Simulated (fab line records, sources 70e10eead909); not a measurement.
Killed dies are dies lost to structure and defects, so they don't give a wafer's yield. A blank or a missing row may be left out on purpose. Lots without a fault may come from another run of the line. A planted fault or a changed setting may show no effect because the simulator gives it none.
fab line records | flow nand_harc
record lots=7 wafers=21 last_day=34
route steps=1302 shown A_WL_FILL@971 A_CONTACT@983 END@1302
lots that met no fault: from a run of the same line without faults
start_h: hours from the record's first day to the start of the lot's first wafer shown | wait_h: hours since the lot's step before | " the same as in the row above | L1.1+2: a row that stands for several wafers | - no value, or no start given | * or withheld: withheld | < > ~ a bound
route shown NAME@n: a module of which the file shows steps, and the number in the route of the first | usual: mean/standard deviation of fault-free wafers | same: alike in all rows | chamber/n: place in a boat | sites: the reading at each site | _std_site: their standard deviation | _edge_site: outer sites' mean less inner sites' | radius_mm: how far each site lies from the wafer's centre | mask NAME#n: copy n | behind: the tool/chamber that last shaped the wafer | hold: why the lot was held/for how many hours/how that ended | device: the transistor (n, p or np) that didn't switch | end of line: the same wafers' tests at the end of the route | a step without rows: its recipe alone | killed: dies lost to structure and defects at the first sort, not the wafer's yield | map: a wafer's dies, x killed, . not, _ none there
set.NAME: the setting as run; set.NAME@STEP: as run at that earlier step | model.NAME: the simulator's own value behind a step, which no gauge read
lots at some steps of the route; a table a step, a row a wafer
services: from which hour (start_h, from the record's first day; less than 0 if before it) a tool's chamber was out of use, for how many hours, and why
## steps
# step NHARC_A_WL_FILL_CVD_23
# recipe target_thk_a=400 temp_c=620 pressure_mtorr=200 time_s=800 material=poly-Si
# step NHARC_A_WL_FILL_ETCHBACK_26
# recipe target_depth_a=520 time_s=13.3 hbr_flow_sccm=150 rf_w=350 icp_w=350 bias_w=60 chemistry=HBr
# usual drypump_motor_current_A=5.9/0.53 oes_product_au=1.003/0.0074 throttle_valve_pct=23.266/0.0093
# columns lot.wafer tool chamber start_h wait_h drypump_motor_current_A oes_product_au rf_hours_counter_h throttle_valve_pct
L261.3 rie_si-06 1 490.87 0.4 5.4 1.012 0.4 23.265
L261.1 " 2 " " 5.9 0.996 0.2 23.273
L261.4 " 3 " " 5.9 0.995 0.3 23.264
L263.4 rie_si-05 1 503.87 0.4 5.4 0.996 0.0 23.276
L263.1 " 3 " " 6.6 0.992 0.1 23.273
L263.3 " 0 " " 6.0 0.997 0.0 23.257
L271.1 rie_si-05 3 569.24 0.4 6.6 1.006 0.6 23.264
L271.5 " 3 " " 6.7 1.003 - 23.253
L271.6 " 0 " " 6.0 1.005 - 23.266
L270.3 rie_si-04 0 569.26 0.4 4.7 1.005 0.2 23.274
L270.5 " 2 " " 6.3 0.993 - 23.269
L270.6 " 3 " " 6.7 1.010 - 23.268
L272.1 rie_si-05 1 572.22 0.4 5.3 0.996 0.6 23.272
L272.3 " 3 " " 6.7 1.005 0.6 23.267
L272.6 " 2 " " 6.1 0.995 - 23.265
L273.4 rie_si-04 1 628.13 0.4 6.0 1.007 0.5 23.276
L273.5 " 0 " " 4.8 0.999 - 23.268
L273.6 " 1 " " 6.0 1.011 - 23.252
L282.4 rie_si-06 3 743.82 0.4 5.9 1.004 0.8 23.267
L282.1 " 0 " " 6.3 0.998 0.7 23.259
L282.5 " 3 " " 5.9 1.007 - 23.254
# step NHARC_A_WL_FILL_PRECLEAN_30
# recipe time_s=10 chemistry=dHF
# step NHARC_A_WL_FILL_SRD_14
# step NHARC_A_WL_FILL_ALD_19
# recipe target_thk_a=20 pulse_time_s=3 ald_cycles=100 temp_c=450 material=TiN
# usual heater_power_w=1045/68 precursor_pulse_height_rel=1.001/0.019
# columns lot.wafer tool chamber start_h wait_h heater_power_w precursor_pulse_height_rel
L261.1 ald_metal-03 3 491.16 0.1 1057 0.988
L261.3 " 0 " " 917 0.995
L261.4 " 1 " " 1115 1.007
L263.4 ald_metal-04 1 504.13 0.1 1105 1.019
L263.3 " 3 " " 1017 1.039
L263.1 " 0 " " 1017 0.998
L271.1 ald_metal-02 2 569.54 0.1 985 1.001
L271.5 " 0 " " 1009 0.980
L271.6 " 1 " " 999 0.984
L270.3 ald_metal-04 3 569.68 0.3 1044 0.981
L270.5 " 0 " " 1008 0.996
L270.6 " 1 " " 1122 1.005
L272.3 ald_metal-02 2 572.49 0.1 1004 1.000
L272.1 " 0 " " 1021 0.980
L272.6 " 3 " " 986 0.950
L273.4 ald_metal-04 2 628.42 0.1 1036 1.005
L273.5 " 0 " " 1007 1.009
L273.6 " 1 " " 1122 1.010
L282.1 ald_metal-03 0 744.11 0.1 908 0.995
L282.4 " 1 " " 1199 0.971
L282.5 " 3 " " 1103 1.010
# step NHARC_A_WL_FILL_CVD_20
# recipe target_thk_a=1000 temp_c=400 pressure_torr=40 wf6_flow_sccm=40 h2_flow_sccm=1600 ar_flow_sccm=1560 time_s=74 material=W
# usual chamber_pressure_Torr=40.01/0.086 heater_power_w=821/59 mfc_ar_sccm=1560/5 throttle_valve_pct=7.66/0.24
# columns lot.wafer tool chamber start_h wait_h chamber_pressure_Torr heater_power_w mfc_ar_sccm throttle_valve_pct
L261.1 cvd_w-01 0 - - 39.92 834 1560 8.20
L261.4 " 1 " " 39.93 915 1569 8.02
L261.3 " 0 " " 39.92 830 1558 7.75
L263.1 cvd_w-02 0 - - 39.90 779 1558 7.34
L263.4 " 1 " " 39.88 778 1566 7.85
L263.3 " 0 " " 39.97 786 1562 7.28
L271.1 cvd_w-02 1 - - 39.95 774 1563 7.79
L271.6 " 1 " " 40.00 781 1564 7.75
L271.5 " 0 " " 40.01 796 1555 7.18
L270.3 cvd_w-01 0 - - 40.07 784 1559 7.47
L270.5 " 0 " " 39.96 778 1556 7.76
L270.6 " 1 " " 39.95 952 1544 7.91
L272.1 cvd_w-02 1 - - 40.00 785 1566 7.97
L272.3 " 1 " " 39.94 750 1562 7.90
L272.6 " 1 " " 39.91 777 1558 7.66
L273.4 cvd_w-02 1 - - 40.14 773 1560 7.60
L273.6 " 1 " " 40.11 790 1553 8.13
L273.5 " 0 " " 39.95 793 1565 7.73
L282.1 cvd_w-02 1 - - 39.97 846 1558 7.73
L282.4 " 1 " " 39.95 811 1565 7.37
L282.5 " 1 " " 39.85 821 1566 7.48
# step NHARC_A_WL_FILL_CMP_12
# recipe t_overpolish_s=30 target_thk_nm=100
# usual motor_current_A=12.0/1.1 overpolish_run_s=29.999/0.009 slurry_flow_ml_min=149.9/0.48 time_to_endpoint_s=19.1/1.8
# columns lot.wafer tool chamber start_h wait_h motor_current_A overpolish_run_s slurry_flow_ml_min time_to_endpoint_s
L261.3 cmp-01 3 491.66 0.1 12.7 30.008 150.4 19.3
L261.1 " 0 " " 14.0 30.002 150.1 20.7
L261.4 " 2 " " 11.0 30.004 150.2 18.6
L263.4 cmp-04 2 504.64 0.1 12.1 30.011 150.5 16.6
L263.3 " 0 " " 11.6 29.995 150.2 18.0
L263.1 " 1 " " 12.9 30.001 150.3 17.3
L271.1 cmp-04 2 569.94 0.2 12.0 29.991 149.5 14.7
L271.6 " 0 " " 11.0 29.995 150.0 17.6
L271.5 " 1 " " 12.3 29.986 149.3 14.5
L270.3 cmp-01 2 570.05 0.1 11.3 29.993 149.8 19.2
L270.5 " 1 " " 11.4 30.009 149.6 21.2
L270.6 " 2 " " 11.3 29.988 150.3 17.1
L272.3 cmp-04 1 572.87 0.1 12.9 29.987 149.0 18.1
L272.1 " 2 " " 12.0 29.992 149.5 20.2
L272.6 " 2 " " 12.0 30.005 149.0 17.3
L273.4 cmp-01 3 628.81 0.2 13.4 30.004 149.8 20.5
L273.5 " 1 " " 11.9 29.992 150.3 22.5
L273.6 " 2 " " 11.2 30.000 150.3 20.4
L282.1 cmp-04 1 744.50 0.2 12.0 30.004 150.2 18.6
L282.4 " 3 " " 12.5 29.992 149.0 17.8
L282.5 " 1 " " 13.0 30.001 150.2 17.9
# step NHARC_A_WL_FILL_SRD_31
# step NHARC_A_WL_FILL_INSPECT_15
# usual raw_defect_count=493/130
# columns lot.wafer tool chamber start_h wait_h raw_defect_count
L261.1 defect_inspect-01 - 492.12 0.0 851
L261.3 " - " " 563
L261.4 " - " " 446
L263.1 defect_inspect-01 - 505.12 0.0 741
L263.3 " - " " 568
L263.4 " - " " 490
L271.1 defect_inspect-01 - 570.36 0.0 312
L271.5 " - " " 374
L271.6 " - " " 183
L270.3 defect_inspect-01 - 570.51 0.0 303
L270.5 " - " " 255
L270.6 " - " " 363
L272.1 defect_inspect-02 - 573.35 0.0 488
L272.3 " - " " 521
L272.6 " - " " 554
L273.4 defect_inspect-02 - 629.25 0.0 369
L273.5 " - " " 420
L273.6 " - " " 367
L282.1 defect_inspect-02 - 744.96 0.0 422
L282.4 " - " " 672
L282.5 " - " " 626
# step NHARC_A_CONTACT_DEP_24
# recipe target_thk_a=5000 temp_c=400 pressure_torr=6.5 rf_w=900 teos_flow_sccm=161.4 flow_sccm=2650 target_thk_nm=500 gas=O2 material=SiO2
# usual chamber_pressure_Torr=6.501/0.014 heater_power_w=551/88 mfc_precursor_sccm=161.3/0.42 throttle_valve_pct=16.2/0.66
# columns lot.wafer tool chamber start_h wait_h chamber_pressure_Torr heater_power_w mfc_precursor_sccm throttle_valve_pct
L261.1 pecvd-04 1 492.19 0.1 6.533 550 161.9 16.1
L261.3 " 2 " " 6.502 547 161.0 16.8
L261.4 " 0 " " 6.513 420 161.5 16.8
L263.3 pecvd-01 2 505.43 0.3 6.520 559 162.4 15.4
L263.1 " 0 " " 6.505 514 162.0 14.6
L263.4 " 2 " " 6.521 594 162.0 15.7
L271.1 pecvd-04 1 570.49 0.1 6.488 498 172.9 16.3
L271.5 " 1 " " 6.513 529 173.3 16.2
L271.6 " 2 " " 6.509 682 173.8 16.9
L270.3 pecvd-04 2 570.86 0.3 6.499 650 173.0 17.3
L270.5 " 1 " " 6.515 508 173.4 16.3
L270.6 " 2 " " 6.488 706 173.5 16.9
L272.1 pecvd-04 1 573.42 0.1 6.478 575 174.1 16.1
L272.3 " 2 " " 6.507 649 172.9 17.1
L272.6 " 2 " " 6.524 645 173.3 16.8
L273.4 pecvd-01 2 629.50 0.2 6.482 625 160.8 15.7
L273.5 " 0 " " 6.514 493 161.5 14.8
L273.6 " 1 " " 6.491 504 161.2 15.8
L282.1 pecvd-04 1 745.09 0.1 6.519 519 161.3 16.3
L282.4 " 0 " " 6.517 509 161.6 16.4
L282.5 " 2 " " 6.520 682 161.2 17.0
# step NHARC_END_SORT_01
# recipe temp_c=25
# usual killed_at_array=58/15 killed_at_other=0.8/1.2 killed_at_periphery=3.5/2.5 killed_dies=62/15 killed_open=3.2/1.7 killed_short=2.4/1.5
# same gross_dies=677
# columns lot.wafer tool chamber start_h wait_h killed_at_array killed_at_other killed_at_periphery killed_dies killed_open killed_short
L263.1 prober-02 0 581.89 2.5 68 8 0 76 5 2
L263.3 prober-02 0 583.49 3.1 63 4 2 69 4 0
L263.4 prober-02 0 584.30 3.4 75 3 3 81 6 3
L272.1 prober-02 0 659.68 2.5 58 0 3 61 4 0
L272.3 prober-02 0 661.25 3.1 66 1 4 71 2 1
L272.6 prober-02 0 663.62 3.9 68 0 5 73 4 3
# killed by level:class
L263.1 A_CHANNEL_HOLE_D1:chamber_film_flake=31 A_CHANNEL_HOLE_D2:chamber_film_flake=21 THIN_TSV:chamber_film_flake=8 A_DECK1_JOINT:geometric_particle:open=3 A_CONTACT:chamber_film_flake=3 A_STAIRCASE:chamber_film_flake=2 A_WL_FILL:chamber_film_flake=2 A_ONON_D2:geometric_particle:open=1
L263.3 A_CHANNEL_HOLE_D1:chamber_film_flake=30 A_CHANNEL_HOLE_D2:chamber_film_flake=22 THIN_TSV:chamber_film_flake=4 A_CHANNEL_FILL_D1:chamber_film_flake=2 A_STAIRCASE:chamber_film_flake=2 A_WL_FILL:chamber_film_flake=2 P_CONTACT:geometric_particle:open=1 A_DECK1_JOINT:geometric_particle:open=1
L263.4 A_CHANNEL_HOLE_D2:chamber_film_flake=35 A_CHANNEL_HOLE_D1:chamber_film_flake=25 A_CHANNEL_FILL_D1:chamber_film_flake=3 THIN_TSV:chamber_film_flake=3 A_STAIRCASE:chamber_film_flake=3 A_ONON_D2:geometric_particle:open=2 P_CONTACT:geometric_particle:open=1 P_M0:geometric_particle:open=1
L272.1 A_SLIT:chamber_film_flake=29 A_CHANNEL_HOLE_D1:chamber_film_flake=24 P_M2:geometric_particle:open=1 A_ONON_D2:geometric_particle:open=1 A_SGD_CUT:geometric_particle:open=1 A_WL_FILL:geometric_particle:open=1 P_GATE:chamber_film_flake=1 P_BONDPAD:chamber_film_flake=1
L272.3 A_CHANNEL_HOLE_D1:chamber_film_flake=32 A_SLIT:chamber_film_flake=27 A_CONTACT:chamber_film_flake=4 P_BONDPAD:chamber_film_flake=2 P_CONTACT:geometric_particle:open=1 A_BLC:geometric_particle:open=1 A_M1:geometric_particle:short=1 P_ZERO_WELL:chamber_film_flake=1
L272.6 A_CHANNEL_HOLE_D1:chamber_film_flake=30 A_SLIT:chamber_film_flake=26 P_BONDPAD:chamber_film_flake=3 A_CONTACT:chamber_film_flake=3 A_ONON_D1:geometric_particle:open=2 A_SGD_CUT:geometric_particle:short=2 P_CONTACT:geometric_particle:open=1 A_ONON_D2:geometric_particle:short=1
## services
# columns tool chamber start_h hours kind
ald_metal-04 - 474.00 10.0 pm
cmp-01 - 481.55 4.0 pm
rie_si-05 - 482.00 9.0 pm
cmp-04 - 482.93 1.0 repair
cmp-01 - 494.14 0.3 repair
cmp-04 - 497.36 1.3 repair
cmp-01 - 498.62 1.1 repair
cmp-04 - 512.11 4.0 pm
pecvd-04 - 525.46 1.0 repair
pecvd-04 - 533.62 0.5 repair
cvd_w-02 - 540.00 1.8 repair
cmp-01 - 579.55 4.0 pm
cmp-04 - 603.29 1.0 repair
pecvd-04 - 605.56 0.6 repair
cmp-04 - 610.11 4.0 pm
cmp-04 - 627.32 2.3 repair
pecvd-04 - 631.00 13.0 pm
cvd_w-02 - 631.10 13.0 pm
ald_metal-04 - 652.00 10.0 pm
rie_si-05 - 659.00 9.0 pm
cmp-01 - 663.94 2.0 repair
cmp-04 - 691.00 10.0 repair
cmp-04 - 708.11 4.0 pm
cmp-04 - 717.02 2.2 repair
## key
first_sign step=NHARC_A_CONTACT_DEP_24 reading=mfc_precursor_sccm direction=up sigmas=29 usual=161.3 struck=173.3
effect none on later readings
met_at NHARC_A_CONTACT_DEP_24
struck_wafers L270.3,L270.5,L270.6,L271.1,L271.5,L271.6,L272.1,L272.3,L272.6
tester_left_out L270,L271,L272
fault kind=process_parameter_drift tool=pecvd-04 chamber=- onset_h=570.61 steps=NHARC_A_CONTACT_DEP_24 channel=teos_flow_sccm offset=* shape=step end_h=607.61 acts_in=* stated=*
# tester_left_out: of these lots the tester's yield and bins aren't shown, on N5 and GAA mostly nor the transistor test; their killed dies are dies lost to structure and defects alone, not to doping, threshold or leakage, so they don't give the yield
